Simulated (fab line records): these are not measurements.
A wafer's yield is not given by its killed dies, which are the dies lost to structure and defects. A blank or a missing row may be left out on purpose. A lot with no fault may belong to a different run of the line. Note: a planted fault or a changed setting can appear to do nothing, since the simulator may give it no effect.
Struck lot and sound lot, side by side || flow nand harc || 13 out of 1302 route steps
Sound: these wafers, L820.1, L820.4, L820.6. Struck: wafers L817.2, L817.4 (left out: L817.3, a lot-mate that was not struck); the cause follows at the end.
Order at every step that has rows: each side's tool, ch and its chambers, its first start. Under that, the readings that differ: sound wafers || struck wafers || difference of the means || sigmas: that difference in standard deviations of wafers without a fault.
alike: same words and numbers on both sides, and readings whose means sit less than 2 such deviations apart. not compared: any withheld reading, any reading some wafer has no value for, any bound like >300 that may hide the same value, and any number with overlapping values for which the record gives no deviation.
A row with sigmas, a row that says differs or no value, or rows on one side alone: a step with any of these is where the two part. When numbers do not overlap yet have no deviation, they are printed without sigmas and do not part them. A reading missing from all wafers of one side parts the sides only when that side holds two or more wafers.

NHARC_A_STAIRCASE_TRIM_12: chemistry O2, time 211.2 s.
  sound on rie diel-07 ch 0,1, day 23 00:58; struck on rie diel-11 ch 0,1, day 21 17:32
  alike: drypump motor current A, mfc ar sccm, oes product au, rf vpp V, showerhead plenum p Torr, throttle valve pct
  not compared: rf hours counter h
then, 1 step without rows for these wafers: NHARC_A_STAIRCASE_ETCH_13 (etches the open film in C4F8/O2, target depth 100 nm, time 40.5 s).
NHARC_A_STAIRCASE_TRIM_14: chemistry O2, time 211.2 s.
  sound on rie diel-07 ch 0,1,3; struck on rie diel-11 ch 0,1
  alike: drypump motor current A, mfc ar sccm, oes product au, rf vpp V, showerhead plenum p Torr, throttle valve pct
  not compared: rf hours counter h
NHARC_A_STAIRCASE_ETCH_15: etches the open film in C4F8/O2, target depth 100 nm, time 40.5 s.
  sound on rie diel-07 ch 2,3; struck on rie diel-11 ch 1,2
  alike: oes product au, rf vpp V
  not compared: rf hours counter h
then, 3 steps without rows for these wafers: NHARC_A_STAIRCASE_TRIM_16 (chemistry O2, time 211.2 s); NHARC_A_STAIRCASE_ETCH_17 (etches the open film in C4F8/O2, target depth 100 nm, time 40.5 s); NHARC_A_STAIRCASE_TRIM_18 (chemistry O2, time 211.2 s).
NHARC_A_STAIRCASE_ETCH_19: etches the open film in C4F8/O2, target depth 100 nm, time 40.5 s.
  sound on rie diel-07 ch 0,1,2; struck on rie diel-11 ch 1,3
  alike: oes product au, rf vpp V
  not compared: rf hours counter h
then, 1 step without rows for these wafers: NHARC_A_STAIRCASE_TRIM_20 (chemistry O2, time 211.2 s).
NHARC_A_STAIRCASE_ETCH_21: etches the open film in C4F8/O2, target depth 100 nm, time 40.5 s.
  sound on rie diel-12 ch 0,2,3; struck on rie diel-11 ch 0,3
  alike: oes product au, rf vpp V
  not compared: rf hours counter h
then, 1 step without rows for these wafers: NHARC_A_STAIRCASE_TRIM_22 (chemistry O2, time 211.2 s).
NHARC_A_STAIRCASE_ETCH_23: etches the open film in C4F8/O2, target depth 100 nm, time 40.5 s.
  sound on rie diel-12 ch 0,1,3, day 23 03:07; struck on rie diel-11 ch 1,3, day 21 18:59
{"reading": "oes product au (a.u.)", "sound": "0.916 0.929 0.952", "struck": "0.807 0.818", "difference": -0.120, "sigmas": -9}
  alike: rf vpp V
  not compared: rf hours counter h
then, 1 step without rows for these wafers: NHARC_A_STAIRCASE_TRIM_24 (chemistry O2, time 211.2 s).

WHERE THEY PART
Within this record, at NHARC_A_STAIRCASE_ETCH_23 only.

WHY: what had been put in by the simulator
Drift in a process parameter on rie diel-11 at NHARC_A_STAIRCASE_ETCH_23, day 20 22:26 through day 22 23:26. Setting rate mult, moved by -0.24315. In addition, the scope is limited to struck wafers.
